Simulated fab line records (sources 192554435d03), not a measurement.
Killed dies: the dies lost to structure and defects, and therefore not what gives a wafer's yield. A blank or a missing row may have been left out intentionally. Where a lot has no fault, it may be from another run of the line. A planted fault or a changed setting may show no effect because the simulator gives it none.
Matching of chambers :: flow n5_finfet :: N5_BEOL_M3_ETCH_63 on rie_diel-02: 4 sister chambers
The step etches SiARC in CF4, target depth 15.6 nm, time 26 s. 16 wafers are shown with their chamber, then 8 later ones without.

== WAFERS WITH THEIR CHAMBER ==
wafer: L074.1
chamber: 1
drypump_motor_current_A (A): 5.4
throttle_valve_pct (%): 15.26
showerhead_plenum_p_Torr (Torr): 2.18

wafer: L074.2
chamber: 0
drypump_motor_current_A (A): 5.9
throttle_valve_pct (%): 15.05
showerhead_plenum_p_Torr (Torr): 2.27

wafer: L074.3
chamber: 2
drypump_motor_current_A (A): 5.2
throttle_valve_pct (%): 15.70
showerhead_plenum_p_Torr (Torr): 2.14

wafer: L076.1
chamber: 2
drypump_motor_current_A (A): 5.1
throttle_valve_pct (%): 15.71
showerhead_plenum_p_Torr (Torr): 2.14

wafer: L076.2
chamber: 3
drypump_motor_current_A (A): 5.8
throttle_valve_pct (%): 15.66
showerhead_plenum_p_Torr (Torr): 2.23

wafer: L076.4
chamber: 1
drypump_motor_current_A (A): 5.4
throttle_valve_pct (%): 15.26
showerhead_plenum_p_Torr (Torr): 2.18

wafer: L077.1
chamber: 1
drypump_motor_current_A (A): 5.4
throttle_valve_pct (%): 15.26
showerhead_plenum_p_Torr (Torr): 2.18

wafer: L077.5
chamber: 3
drypump_motor_current_A (A): 5.8
throttle_valve_pct (%): 15.69
showerhead_plenum_p_Torr (Torr): 2.22

wafer: L077.6
chamber: 0
drypump_motor_current_A (A): 5.9
throttle_valve_pct (%): 15.06
showerhead_plenum_p_Torr (Torr): 2.27

wafer: L078.1
chamber: 3
drypump_motor_current_A (A): 5.8
throttle_valve_pct (%): 15.67
showerhead_plenum_p_Torr (Torr): 2.22

wafer: L078.2
chamber: 0
drypump_motor_current_A (A): 5.9
throttle_valve_pct (%): 15.06
showerhead_plenum_p_Torr (Torr): 2.27

wafer: L078.3
chamber: 1
drypump_motor_current_A (A): 5.4
throttle_valve_pct (%): 15.28
showerhead_plenum_p_Torr (Torr): 2.18

wafer: L081.1
chamber: 2
drypump_motor_current_A (A): 5.2
throttle_valve_pct (%): 15.73
showerhead_plenum_p_Torr (Torr): 2.13

wafer: L081.2
chamber: 1
drypump_motor_current_A (A): 5.4
throttle_valve_pct (%): 15.27
showerhead_plenum_p_Torr (Torr): 2.17

wafer: L081.6
chamber: 1
drypump_motor_current_A (A): 5.4
throttle_valve_pct (%): 15.29
showerhead_plenum_p_Torr (Torr): 2.17

wafer: L091.1
chamber: 0
drypump_motor_current_A (A): 5.9
throttle_valve_pct (%): 15.13
showerhead_plenum_p_Torr (Torr): 2.26

SIGNATURES (means of the wafers above)
reading: drypump_motor_current_A
chamber 0: 5.900
chamber 1: 5.400
chamber 2: 5.167
chamber 3: 5.800
scatter within a chamber: 0.0236

reading: throttle_valve_pct
chamber 0: 15.0750
chamber 1: 15.2700
chamber 2: 15.7133
chamber 3: 15.6733
scatter within a chamber: 0.022

reading: showerhead_plenum_p_Torr
chamber 0: 2.2675
chamber 1: 2.1767
chamber 2: 2.1367
chamber 3: 2.2233
scatter within a chamber: 0.00534
Rule: for each reading, subtract the chamber's mean from the wafer's reading, divide by that reading's scatter and square the result; add these up over the readings and take the root, which gives the wafer's distance from the chamber. If the next closest chamber is less than 2 further off than the closest, the wafer can't be placed; otherwise it belongs to the closest. The scatter is the square root of a quotient: the sum, over the shown wafers, of each reading's squared deviation from its chamber's mean, divided by wafers minus chambers.

== WAFERS WITHOUT THEIR CHAMBER ==
wafer: L091.5
drypump_motor_current_A (A): 5.9
throttle_valve_pct (%): 15.12
showerhead_plenum_p_Torr (Torr): 2.26

wafer: L091.6
drypump_motor_current_A (A): 5.8
throttle_valve_pct (%): 15.74
showerhead_plenum_p_Torr (Torr): 2.22

wafer: L095.1
drypump_motor_current_A (A): 5.9
throttle_valve_pct (%): 15.14
showerhead_plenum_p_Torr (Torr): 2.26

wafer: L095.4
drypump_motor_current_A (A): 5.5
throttle_valve_pct (%): 15.32
showerhead_plenum_p_Torr (Torr): 2.17

wafer: L095.6
drypump_motor_current_A (A): 5.2
throttle_valve_pct (%): 15.76
showerhead_plenum_p_Torr (Torr): 2.13

wafer: L096.2
drypump_motor_current_A (A): 5.2
throttle_valve_pct (%): 15.77
showerhead_plenum_p_Torr (Torr): 2.13

wafer: L096.4
drypump_motor_current_A (A): 5.4
throttle_valve_pct (%): 15.32
showerhead_plenum_p_Torr (Torr): 2.17

wafer: L096.6
drypump_motor_current_A (A): 5.8
throttle_valve_pct (%): 15.74
showerhead_plenum_p_Torr (Torr): 2.22

== WHICH CHAMBER EACH WENT THROUGH ==
wafer: L091.5
from the rows above: 0
in truth: 0

wafer: L091.6
from the rows above: 3
in truth: 3

wafer: L095.1
from the rows above: 0
in truth: 0

wafer: L095.4
from the rows above: 1
in truth: 1

wafer: L095.6
from the rows above: 2
in truth: 2

wafer: L096.2
from the rows above: 2
in truth: 2

wafer: L096.4
from the rows above: 1
in truth: 1

wafer: L096.6
from the rows above: 3
in truth: 3
Correctly placed: 8 of 8. From these rows, 0 cannot be placed. Wrongly placed: 0.
